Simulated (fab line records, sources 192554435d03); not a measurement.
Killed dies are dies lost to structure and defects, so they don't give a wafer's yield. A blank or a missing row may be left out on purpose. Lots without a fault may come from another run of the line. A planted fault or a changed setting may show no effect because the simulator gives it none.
fab line records | flow n5_finfet
record lots=7 wafers=39
route steps=1938 shown WELL_APT@26 FIN_CUT@173 SD_EPI_P@321 HKMG_FIN@406 MOL_CONTACT_COAG@586 BEOL_M3@950 BEOL_M4@1070 BEOL_M7@1267 BEOL_M8@1377 BEOL_M9@1446 BEOL_M11@1575 BEOL_M15@1827 TV_OPEN@1890 PASSIVATION@1936
start_h: hours from the record's first day to the start of the lot's first wafer shown | wait_h: hours since the lot's step before | " the same as in the row above | L1.1+2: a row that stands for several wafers | - no value, or no start given | * or withheld: withheld | < > ~ a bound
route shown NAME@n: a module of which the file shows steps, and the number in the route of the first | usual: mean/standard deviation of fault-free wafers | same: alike in all rows | chamber/n: place in a boat | sites: the reading at each site | _std_site: their standard deviation | _edge_site: outer sites' mean less inner sites' | radius_mm: how far each site lies from the wafer's centre | mask NAME#n: copy n | behind: the tool/chamber that last shaped the wafer | hold: why the lot was held/for how many hours/how that ended | device: the transistor (n, p or np) that didn't switch | end of line: the same wafers' tests at the end of the route | a step without rows: its recipe alone | killed: dies lost to structure and defects at the first sort, not the wafer's yield | map: a wafer's dies, x killed, . not, _ none there
set.NAME: the setting as run; set.NAME@STEP: as run at that earlier step | model.NAME: the simulator's own value behind a step, which no gauge read
lots whose settings were changed on purpose; a table a step, a row a wafer
## steps
# step N5_WELL_APT_DEVELOP_07
# recipe develop_time_s=45 rinse_liquid=surfactant_rinse dry=air_spin dev_temp_c=21
# step N5_FIN_CUT_CUT_ETCH_26
# recipe chemistry=CH3F/O2 target=SiNx target_depth_a=390 mask_material=SOC time_s=55.7 pressure_mtorr=30 source_w=395 bias_w=73 Ar_flow_sccm=150 CH3F_flow_sccm=30 O2_flow_sccm=20 ion_energy_ev=120
# step N5_SD_EPI_P_EPI_21
# recipe material=SiGe:B dopant=B temp_c=550 pressure_torr=20 ambient=H2 time_s=355
# step N5_HKMG_FIN_ETCH_58
# recipe chemistry=N2/H2 target=SOC target_depth_a=2158 ion_energy_ev=50 bias_w=13 time_s=741 pressure_mtorr=30 source_w=875 n2_flow_sccm=200 h2_flow_sccm=200
# step N5_MOL_CONTACT_COAG_VIA_ETCH_46
# recipe chemistry=C4F6/O2 target_depth_a=460 overetch_a=92 mask_material=SOC target=SiO2 bias_w=455 pressure_mtorr=10 time_s=40 source_w=325 Ar_flow_sccm=300 C4F6_flow_sccm=10 O2_flow_sccm=10 ion_energy_ev=575.3 ends=end_point
# step N5_BEOL_M3_ETCH_64
# recipe chemistry=N2/H2 target=SOC target_depth_a=750 overetch_a=150 mask_material=SiARC temp_c=40 time_s=112.5 ion_energy_ev=200 pressure_mtorr=30 source_w=840 bias_w=150 n2_flow_sccm=200 h2_flow_sccm=200
# step N5_BEOL_M4_TRENCH_ETCH_37
# recipe chemistry=C4F6/O2 target_depth_a=555.55 target=SiOC time_s=29.2 ion_energy_ev=250 pressure_mtorr=30 source_w=355 bias_w=185 Ar_flow_sccm=300 C4F6_flow_sccm=10 O2_flow_sccm=10
# step N5_BEOL_M7_HM_DEP_02
# recipe material=TiN target_thk_a=200 temp_c=25 chamber_pressure_pa=0.49996
# step N5_BEOL_M8_TRENCH_ETCH_37
# recipe chemistry=C4F6/O2 target_depth_a=934.78 target=SiCOH_lowk time_s=31.2 ion_energy_ev=250 pressure_mtorr=30 source_w=345 bias_w=185 Ar_flow_sccm=300 C4F6_flow_sccm=10 O2_flow_sccm=10
# step N5_BEOL_M9_TRENCH_ETCH_37
# recipe chemistry=C4F6/O2 target_depth_a=1514.3 target=SiCOH_lowk time_s=49 ion_energy_ev=250 pressure_mtorr=30 source_w=345 bias_w=185 Ar_flow_sccm=300 C4F6_flow_sccm=10 O2_flow_sccm=10
# step N5_BEOL_M11_VIA_ETCH_34
# recipe chemistry=C4F6/O2 target=SiCOH_lowk target_depth_a=1845 mask_material=SOC taper_deg=4 time_s=69.2 ion_energy_ev=250 pressure_mtorr=30 source_w=345 bias_w=185 Ar_flow_sccm=300 C4F6_flow_sccm=10 O2_flow_sccm=10
# step N5_BEOL_M15_DEP_53
# recipe material=SiCN target_thk_a=500 temp_c=withheld precursor=3MS/NH3 pressure_torr=3 rf_w=675 time_s=17.8
# step N5_PASSIVATION_ETCH_15
# recipe chemistry=CF4/N2 target=SiCN target_depth_a=750 taper_deg=2 time_s=81.2 ion_energy_ev=150 mask_material=SiNx pressure_mtorr=40 source_w=430 bias_w=70 Ar_flow_sccm=100 cf4_flow_sccm=60 n2_flow_sccm=60
# step N5_PASSIVATION_PROBE_49
# usual killed_at_contacts=12/6.2
# columns lot.wafer tool chamber start_h wait_h set.develop_time_s@WELL_APT_DEVELOP_07 set.target_depth_a@FIN_CUT_CUT_ETCH_26 set.time_s@SD_EPI_P_EPI_21 set.target_depth_a@HKMG_FIN_ETCH_58 set.target_depth_a@MOL_CONTACT_COAG_VIA_ETCH_46 set.time_s@BEOL_M3_ETCH_64 set.target_depth_a@BEOL_M4_TRENCH_ETCH_37 set.target_thk_a@BEOL_M7_HM_DEP_02 set.target_depth_a@BEOL_M8_TRENCH_ETCH_37 set.target_depth_a@BEOL_M9_TRENCH_ETCH_37 set.target_depth_a@BEOL_M11_VIA_ETCH_34 set.time_s@BEOL_M15_DEP_53 set.target_depth_a@PASSIVATION_ETCH_15 killed_at_contacts
L075.1 prober-02 - 278.84 0.0 45 191.4 206.6 2158 460 138.8 555.55 146.3 1334 1088 1386 17.8 750 3
L075.2 prober-02 - 278.89 0.1 31.1 191.4 206.6 2158 460 112.5 555.55 200 934.78 1088 1845 17.8 750 8
L075.3 prober-02 - 278.94 0.1 31.1 390 355 2158 460 112.5 555.55 200 934.78 1514.3 1386 17.8 750 23
L075.4 prober-02 - 278.99 0.2 45 390 355 2158 460 138.8 555.55 146.3 934.78 1514.3 1845 13.06 750 12
L075.5 prober-02 - 279.04 0.2 31.1 390 206.6 2158 460 138.8 555.55 200 1334 1514.3 1386 13.06 750 9
L075.6 prober-02 - 279.09 0.3 45 191.4 355 2158 460 112.5 555.55 146.3 1334 1088 1845 13.06 750 18
L076.2 prober-01 - 279.94 0.1 45 390 355 2158 460 112.5 555.55 200 934.78 1514.3 1845 17.8 750 9
L076.5 prober-01 - 280.09 0.2 45 390 355 2158 460 112.5 555.55 200 934.78 1514.3 1845 17.8 750 11
L076.6 prober-01 - 280.14 0.3 45 390 355 2158 460 112.5 555.55 200 934.78 1514.3 1845 17.8 750 8
L086.1 prober-01 - 339.82 0.0 45 390 453.6 2158 460 112.5 555.55 200 1171 1093 1845 27.81 750 2
L086.2 prober-01 - 339.87 0.1 21.11 177.1 355 2158 460 176 555.55 200 1171 1514.3 1845 17.8 750 6
L086.3 prober-01 - 339.92 0.1 21.11 390 355 2158 460 112.5 555.55 200 934.78 1093 2693 17.8 750 8
L086.4 prober-01 - 339.97 0.2 45 177.1 355 2158 460 112.5 555.55 200 934.78 1514.3 2693 27.81 750 4
L086.5 prober-01 - 340.02 0.2 21.11 390 453.6 2158 460 176 555.55 200 934.78 1514.3 1845 17.8 750 16
L086.6 prober-01 - 340.07 0.3 45 177.1 453.6 2158 460 176 555.55 200 1171 1093 2693 27.81 750 3
L085.1 prober-01 - 340.42 0.0 45 390 355 2158 254.3 112.5 406.6 200 934.78 1514.3 1845 17.8 1154 1109
L085.2 prober-01 - 340.47 0.1 32.11 390 553.6 2158 254.3 77.83 555.55 200 934.78 1792 1845 13.41 1154 1092
L085.3 prober-01 - 340.52 0.1 45 538.8 355 2158 460 77.83 406.6 200 934.78 1792 1845 17.8 750 9
L085.4 prober-01 - 340.57 0.2 32.11 390 355 2158 460 112.5 555.55 200 583.9 1792 1845 13.41 750 15
L085.5 prober-01 - 340.62 0.2 32.11 538.8 553.6 2158 460 77.83 555.55 200 583.9 1514.3 1845 17.8 750 14
L085.6 prober-01 - 340.67 0.3 45 538.8 553.6 2158 254.3 112.5 406.6 200 583.9 1514.3 1845 13.41 1154 1113
L089.1 prober-01 - 362.68 0.0 45 214.2 295 1436 188 76.69 555.55 118.8 1333 1514.3 2240 17.8 370 1102
L089.2 prober-01 - 362.73 0.1 45 390 355 2158 460 76.69 555.55 118.8 934.78 1954 1845 17.8 370 8
L089.3 prober-01 - 362.78 0.1 45 390 295 1436 460 76.69 719.5 200 1333 1514.3 1845 17.8 750 8
L089.4 prober-01 - 362.83 0.2 45 214.2 355 2158 188 112.5 555.55 200 934.78 1954 2240 17.8 370 1096
L089.5 prober-01 - 362.88 0.2 45 390 355 1436 188 112.5 719.5 200 934.78 1514.3 2240 17.8 750 1092
L089.6 prober-01 - 362.93 0.3 45 214.2 295 2158 460 112.5 719.5 118.8 1333 1954 1845 17.8 750 12
L090.1 prober-02 - 368.40 0.0 66.75 390 190.7 2649 460 164.1 776.5 314.7 500.9 1514.3 1845 25.72 750 7
L090.2 prober-02 - 368.45 0.1 45 390 355 2158 460 164.1 776.5 200 934.78 1514.3 1845 17.8 750 8
L090.3 prober-02 - 368.50 0.1 66.75 390 355 2158 226.5 112.5 555.55 314.7 500.9 792.2 1845 17.8 750 1063
L090.4 prober-02 - 368.55 0.2 45 299.3 190.7 2649 226.5 112.5 776.5 200 934.78 792.2 1845 25.72 464.4 1085
L090.5 prober-02 - 368.60 0.2 66.75 299.3 355 2649 226.5 164.1 555.55 314.7 934.78 792.2 1845 17.8 464.4 1096
L090.6 prober-02 - 368.65 0.3 45 299.3 190.7 2158 460 112.5 555.55 200 500.9 1514.3 1845 25.72 464.4 7
L096.1 prober-02 - 412.92 0.0 45 163.7 355 2158 460 112.5 555.55 143.9 1316 737.5 1845 14.87 750 14
L096.2 prober-02 - 412.97 0.1 22.62 163.7 475.1 2158 460 112.5 555.55 200 1316 1514.3 1845 17.8 750 8
L096.3 prober-02 - 413.02 0.1 45 390 475.1 2158 460 170.5 555.55 143.9 1316 1514.3 1845 14.87 750 10
L096.4 prober-02 - 413.07 0.2 22.62 390 355 2158 460 170.5 555.55 143.9 934.78 1514.3 1845 17.8 750 8
L096.5 prober-02 - 413.12 0.2 45 390 475.1 2158 460 112.5 555.55 200 934.78 737.5 1845 14.87 750 10
L096.6 prober-02 - 413.17 0.3 22.62 163.7 355 2158 460 170.5 555.55 200 934.78 737.5 1845 17.8 750 12
# killed by level:class
L075.1 BEOL_M11:area_etch=1062 BEOL_M8:area_etch=20 BEOL_M0_SAQP:geometric_particle:short=14 BEOL_M0_SAQP:geometric_particle:open=13 BEOL_M4:geometric_particle:open=8 GATE_CUT:geometric_particle:short=5 FIN_SAQP:geometric_particle:short=3 STI_FIN_REVEAL:geometric_particle:open=3
L075.2 MOL_CONTACT_COAG:geometric_particle:open=8 BEOL_M4:geometric_particle:open=4 BEOL_M0_SAQP:geometric_particle:short=4 BEOL_M0_SAQP:geometric_particle:open=4 BEOL_M2:geometric_particle:open=4 BEOL_M3:geometric_particle:open=4 BEOL_M6:geometric_particle:open=4 STARTING-WAFER:geometric_particle:open=4
L075.3 BEOL_M11:area_etch=1092 MOL_CONTACT_COAG:geometric_particle:open=16 FIN_SAQP:geometric_particle:short=7 STI_FIN_REVEAL:geometric_particle:open=6 MOL_CONTACT_COAG:geometric_particle:short=6 GATE_CUT:geometric_particle:short=4 BEOL_M2:geometric_particle:open=4 DUMMY_GATE:geometric_particle:open=3
L075.4 BEOL_M2:geometric_particle:open=10 MOL_CONTACT_COAG:geometric_particle:open=8 BEOL_M0_SAQP:geometric_particle:open=6 FIN_SAQP:geometric_particle:open=5 STI_FIN_REVEAL:geometric_particle:open=5 BEOL_M0_SAQP:geometric_particle:short=5 FIN_SAQP:geometric_particle:short=3 STARTING-WAFER:geometric_particle:short=3
L075.5 BEOL_M11:area_etch=1101 MOL_CONTACT_COAG:geometric_particle:open=8 FIN_SAQP:geometric_particle:open=7 BEOL_M0_SAQP:geometric_particle:short=6 BEOL_M0_SAQP:geometric_particle:open=6 BEOL_M4:geometric_particle:open=5 GATE_CUT:geometric_particle:short=4 BEOL_M0:geometric_particle:open=4
L075.6 MOL_CONTACT_COAG:geometric_particle:open=16 BEOL_M0_SAQP:geometric_particle:short=15 BEOL_M2:geometric_particle:open=10 DUMMY_GATE:geometric_particle:open=8 BEOL_M0_SAQP:geometric_particle:open=7 FIN_SAQP:geometric_particle:open=6 FIN_SAQP:geometric_particle:short=6 STI_FIN_REVEAL:geometric_particle:open=6
L076.2 MOL_CONTACT_COAG:geometric_particle:open=7 STI_FIN_REVEAL:geometric_particle:open=5 DUMMY_GATE:geometric_particle:open=5 BEOL_M0_SAQP:geometric_particle:open=5 BEOL_M0_SAQP:geometric_particle:short=5 BEOL_M2:geometric_particle:open=5 BEOL_M3:geometric_particle:open=5 BEOL_M5:geometric_particle:open=5
L076.5 GATE_CUT:geometric_particle:short=9 MOL_CONTACT_COAG:geometric_particle:open=7 BEOL_M1:geometric_particle:open=6 MOL_CONTACT_COAG:geometric_particle:short=4 STARTING-WAFER:geometric_particle:open=4 BEOL_M1:geometric_particle:short=4 BEOL_M3:geometric_particle:short=4 BEOL_M4:geometric_particle:open=4
L076.6 BEOL_M2:geometric_particle:open=9 MOL_CONTACT_COAG:geometric_particle:open=6 BEOL_M3:geometric_particle:open=5 STARTING-WAFER:geometric_particle:short=4 GATE_CUT:geometric_particle:short=4 BEOL_M0_SAQP:geometric_particle:short=4 BEOL_M1:geometric_particle:short=4 FIN_SAQP:geometric_particle:short=3
L086.1 STI_FIN_REVEAL:geometric_particle:open=12 BEOL_M3:geometric_particle:open=7 BEOL_M1:geometric_particle:open=6 BEOL_M4:geometric_particle:open=6 GATE_CUT:geometric_particle:short=5 FIN_SAQP:geometric_particle:short=4 FIN_SAQP:geometric_particle:open=4 BEOL_M3:geometric_particle:short=3
L086.2 FIN_SAQP:geometric_particle:short=8 STI_FIN_REVEAL:geometric_particle:open=7 BEOL_M3:geometric_particle:open=7 GATE_CUT:geometric_particle:short=5 MOL_CONTACT_COAG:geometric_particle:open=5 BEOL_M0_SAQP:geometric_particle:short=5 BEOL_M0_SAQP:geometric_particle:open=5 BEOL_M1:geometric_particle:open=5
L086.3 STI_FIN_REVEAL:geometric_particle:open=11 BEOL_M2:geometric_particle:open=9 MOL_CONTACT_COAG:geometric_particle:open=5 STI_FIN_REVEAL:geometric_particle:short=3 MOL_CONTACT_COAG:geometric_particle:short=3 BEOL_M8:geometric_particle:open=3 BEOL_M9:area_ecd=3 FIN_SAQP:geometric_particle:open=2
L086.4 BEOL_M4:geometric_particle:open=11 STI_FIN_REVEAL:geometric_particle:open=7 BEOL_M3:geometric_particle:open=7 FIN_SAQP:geometric_particle:short=3 MOL_CONTACT_COAG:geometric_particle:open=3 BEOL_M0_SAQP:geometric_particle:open=3 PAD_METAL:geometric_particle:open=3 DUMMY_GATE:geometric_particle:open=2
L086.5 MOL_CONTACT_COAG:geometric_particle:open=13 STI_FIN_REVEAL:geometric_particle:open=9 GATE_CUT:geometric_particle:short=6 BEOL_M3:geometric_particle:open=6 FIN_SAQP:geometric_particle:short=4 GATE_CUT:geometric_particle:open=4 MOL_CONTACT_COAG:geometric_particle:short=3 BEOL_M1:geometric_particle:open=3
L086.6 STI_FIN_REVEAL:geometric_particle:open=19 BEOL_M0_SAQP:geometric_particle:open=4 BEOL_M1:geometric_particle:open=4 BEOL_M3:geometric_particle:open=4 BEOL_M9:area_ecd=4 BEOL_M0_SAQP:geometric_particle:short=3 BEOL_M1:geometric_particle:short=3 BEOL_M5:geometric_particle:open=3
L085.1 MOL_CONTACT_COAG:area_etch=1095 MOL_CONTACT_COAG:geometric_particle:open=12 BEOL_M4:geometric_particle:open=10 BEOL_M0_SAQP:geometric_particle:open=7 STARTING-WAFER:geometric_particle:open=5 BEOL_M3:geometric_particle:short=5 FIN_SAQP:geometric_particle:open=4 BEOL_M0_SAQP:geometric_particle:short=4
L085.2 MOL_CONTACT_COAG:area_etch=1078 MOL_CONTACT_COAG:geometric_particle:open=12 BEOL_M2:geometric_particle:open=10 FIN_SAQP:geometric_particle:short=8 BEOL_M5:geometric_particle:open=8 BEOL_M0_SAQP:geometric_particle:short=6 BEOL_M4:geometric_particle:open=6 FIN_SAQP:geometric_particle:open=5
L085.3 BEOL_M3:area_etch=22 BEOL_M4:area_ecd=9 BEOL_M4:geometric_particle:open=8 MOL_CONTACT_COAG:geometric_particle:open=6 BEOL_M4:geometric_particle:short=6 GATE_CUT:geometric_particle:open=5 BEOL_M0:geometric_particle:short=5 BEOL_M0:geometric_particle:open=5
L085.4 BEOL_M8:area_ecd=96 MOL_CONTACT_COAG:geometric_particle:open=12 BEOL_M4:geometric_particle:open=8 GATE_CUT:geometric_particle:short=6 FIN_SAQP:geometric_particle:open=5 BEOL_M0_SAQP:geometric_particle:open=5 FIN_SAQP:geometric_particle:short=4 GATE_CUT:geometric_particle:open=3
L085.5 BEOL_M8:area_ecd=113 BEOL_M0_SAQP:geometric_particle:short=12 MOL_CONTACT_COAG:geometric_particle:open=10 FIN_SAQP:geometric_particle:short=9 BEOL_M0_SAQP:geometric_particle:open=9 HKMG_FIN:area_etch=8 FIN_SAQP:geometric_particle:open=7 BEOL_M4:geometric_particle:open=5
L085.6 MOL_CONTACT_COAG:area_etch=1100 MOL_CONTACT_COAG:geometric_particle:open=10 BEOL_M2:geometric_particle:open=9 FIN_SAQP:geometric_particle:open=7 GATE_CUT:geometric_particle:short=5 BEOL_M3:geometric_particle:short=5 FIN_SAQP:geometric_particle:short=4 BEOL_M0_SAQP:geometric_particle:open=4
L089.1 MOL_CONTACT_COAG:area_etch=1092 MOL_CONTACT_COAG:geometric_particle:open=9 DUMMY_GATE:geometric_particle:open=7 FIN_SAQP:geometric_particle:short=6 BEOL_M0_SAQP:geometric_particle:short=6 FIN_SAQP:geometric_particle:open=5 STI_FIN_REVEAL:geometric_particle:open=5 BEOL_M1:geometric_particle:open=5
L089.2 TV_OPEN:area_etch=1084 BEOL_M0_SAQP:geometric_particle:open=19 BEOL_M3:area_etch=10 BEOL_M0_SAQP:geometric_particle:short=9 BEOL_M3:geometric_particle:open=8 BEOL_M2:geometric_particle:open=7 MOL_CONTACT_COAG:geometric_particle:open=6 DUMMY_GATE:geometric_particle:open=5
L089.3 BEOL_M8:area_etch=34 BEOL_M0_SAQP:geometric_particle:open=12 BEOL_M0_SAQP:geometric_particle:short=12 BEOL_M4:geometric_particle:open=9 MOL_CONTACT_COAG:geometric_particle:open=7 STI_FIN_REVEAL:geometric_particle:open=5 FIN_SAQP:geometric_particle:short=4 BEOL_M8:geometric_particle:open=4
L089.4 MOL_CONTACT_COAG:area_etch=1091 BEOL_M0_SAQP:geometric_particle:open=16 BEOL_M0_SAQP:geometric_particle:short=14 FIN_SAQP:geometric_particle:open=11 STI_FIN_REVEAL:geometric_particle:open=5 FIN_SAQP:geometric_particle:short=4 MOL_CONTACT_COAG:geometric_particle:open=4 BEOL_M4:geometric_particle:open=4
L089.5 MOL_CONTACT_COAG:area_etch=1088 BEOL_M0_SAQP:geometric_particle:open=14 DUMMY_GATE:geometric_particle:open=6 BEOL_M0_SAQP:geometric_particle:short=6 BEOL_M2:geometric_particle:open=6 BEOL_M4:geometric_particle:open=6 STI_FIN_REVEAL:geometric_particle:open=5 MOL_CONTACT_COAG:geometric_particle:open=4
L089.6 STI_FIN_REVEAL:geometric_particle:open=18 BEOL_M0_SAQP:geometric_particle:open=11 MOL_CONTACT_COAG:geometric_particle:open=9 BEOL_M0_SAQP:geometric_particle:short=6 BEOL_M2:geometric_particle:open=6 BEOL_M3:geometric_particle:open=4 BEOL_M8:area_etch=4 FIN_SAQP:geometric_particle:short=3
L090.1 BEOL_M7:area_open=1063 BEOL_M0_SAQP:geometric_particle:open=18 FIN_SAQP:geometric_particle:open=10 BEOL_M8:area_ecd=10 BEOL_M3:geometric_particle:open=9 MOL_CONTACT_COAG:geometric_particle:open=7 BEOL_M4:geometric_particle:open=6 FIN_SAQP:geometric_particle:short=5
L090.2 STI_FIN_REVEAL:geometric_particle:open=16 BEOL_M0_SAQP:geometric_particle:short=12 BEOL_M4:geometric_particle:open=11 FIN_SAQP:geometric_particle:short=10 BEOL_M0_SAQP:geometric_particle:open=8 BEOL_M1:geometric_particle:open=7 MOL_CONTACT_COAG:geometric_particle:open=6 BEOL_M3:geometric_particle:open=6
L090.3 MOL_CONTACT_COAG:area_etch=1044 BEOL_M0_SAQP:geometric_particle:open=17 BEOL_M0_SAQP:geometric_particle:short=15 MOL_CONTACT_COAG:geometric_particle:open=15 BEOL_M3:geometric_particle:open=14 STI_FIN_REVEAL:geometric_particle:open=13 FIN_SAQP:geometric_particle:open=7 FIN_SAQP:geometric_particle:short=6
L090.4 MOL_CONTACT_COAG:area_etch=1072 FIN_SAQP:geometric_particle:open=14 BEOL_M0_SAQP:geometric_particle:open=13 MOL_CONTACT_COAG:geometric_particle:open=12 BEOL_M2:geometric_particle:open=8 BEOL_M3:geometric_particle:open=7 BEOL_M4:geometric_particle:open=7 FIN_SAQP:geometric_particle:short=6
L090.5 MOL_CONTACT_COAG:area_etch=1077 STI_FIN_REVEAL:geometric_particle:open=19 MOL_CONTACT_COAG:geometric_particle:open=15 FIN_SAQP:geometric_particle:short=12 BEOL_M0_SAQP:geometric_particle:open=7 BEOL_M4:geometric_particle:open=7 FIN_SAQP:geometric_particle:open=5 BEOL_M3:geometric_particle:open=5
L090.6 TV_OPEN:area_etch=995 BEOL_M8:area_ecd=77 BEOL_M4:geometric_particle:open=23 BEOL_M0_SAQP:geometric_particle:short=15 BEOL_M0_SAQP:geometric_particle:open=12 STARTING-WAFER:geometric_particle:short=6 MOL_CONTACT_COAG:geometric_particle:open=5 DUMMY_GATE:geometric_particle:open=4
L096.1 BEOL_M9:area_etch=1071 MOL_CONTACT_COAG:geometric_particle:open=11 FIN_SAQP:geometric_particle:open=10 BEOL_M2:geometric_particle:open=8 BEOL_M0_SAQP:geometric_particle:short=7 BEOL_M1:geometric_particle:open=6 BEOL_M3:geometric_particle:open=6 DUMMY_GATE:geometric_particle:open=5
L096.2 BEOL_M8:area_etch=45 BEOL_M0_SAQP:geometric_particle:open=8 MOL_CONTACT_COAG:geometric_particle:open=7 BEOL_M2:geometric_particle:open=6 BEOL_M1:geometric_particle:open=6 FIN_SAQP:geometric_particle:open=5 BEOL_M0_SAQP:geometric_particle:short=5 STI_FIN_REVEAL:geometric_particle:open=4
L096.3 FIN_SAQP:geometric_particle:short=8 STI_FIN_REVEAL:geometric_particle:open=8 MOL_CONTACT_COAG:geometric_particle:open=8 BEOL_M0_SAQP:geometric_particle:short=8 BEOL_M4:geometric_particle:open=6 FIN_SAQP:geometric_particle:open=5 DUMMY_GATE:geometric_particle:open=5 BEOL_M3:geometric_particle:open=5
L096.4 BEOL_M2:geometric_particle:open=7 ILD0:geometric_particle:short=6 BEOL_M0_SAQP:geometric_particle:short=6 MOL_CONTACT_COAG:geometric_particle:open=5 BEOL_M1:geometric_particle:open=5 FIN_SAQP:geometric_particle:short=4 FIN_SAQP:geometric_particle:open=4 STI_FIN_REVEAL:geometric_particle:open=4
L096.5 BEOL_M9:area_etch=1087 BEOL_M0_SAQP:geometric_particle:short=9 FIN_SAQP:geometric_particle:open=8 MOL_CONTACT_COAG:geometric_particle:open=8 BEOL_M1:geometric_particle:short=6 FIN_SAQP:geometric_particle:short=5 DUMMY_GATE:geometric_particle:open=4 BEOL_M1:geometric_particle:open=4
L096.6 BEOL_M9:area_etch=1077 FIN_SAQP:geometric_particle:short=12 BEOL_M4:geometric_particle:open=10 MOL_CONTACT_COAG:geometric_particle:open=9 FIN_SAQP:geometric_particle:open=8 STI_FIN_REVEAL:geometric_particle:open=7 BEOL_M1:geometric_particle:open=6 BEOL_M0_SAQP:geometric_particle:open=5
## key
split step=N5_WELL_APT_DEVELOP_07 setting=develop_time_s stated_as=45
response none clear
split step=N5_FIN_CUT_CUT_ETCH_26 setting=target_depth_a stated_as=390
response none clear
split step=N5_SD_EPI_P_EPI_21 setting=time_s stated_as=355
response none clear
split step=N5_HKMG_FIN_ETCH_58 setting=target_depth_a stated_as=2158
response none clear
split step=N5_MOL_CONTACT_COAG_VIA_ETCH_46 setting=target_depth_a stated_as=460
response step=N5_PASSIVATION_PROBE_49 reading=killed_at_contacts slope=-20.2 per=1% together_with=all explained=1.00
split step=N5_BEOL_M3_ETCH_64 setting=time_s stated_as=112.5
response none clear
split step=N5_BEOL_M4_TRENCH_ETCH_37 setting=target_depth_a stated_as=555.55
response none clear
split step=N5_BEOL_M7_HM_DEP_02 setting=target_thk_a stated_as=200
response none clear
split step=N5_BEOL_M8_TRENCH_ETCH_37 setting=target_depth_a stated_as=934.78
response none clear
split step=N5_BEOL_M9_TRENCH_ETCH_37 setting=target_depth_a stated_as=1514.3
response none clear
split step=N5_BEOL_M11_VIA_ETCH_34 setting=target_depth_a stated_as=1845
response none clear
split step=N5_BEOL_M15_DEP_53 setting=time_s stated_as=17.8
response none clear
split step=N5_PASSIVATION_ETCH_15 setting=target_depth_a stated_as=750
response none clear
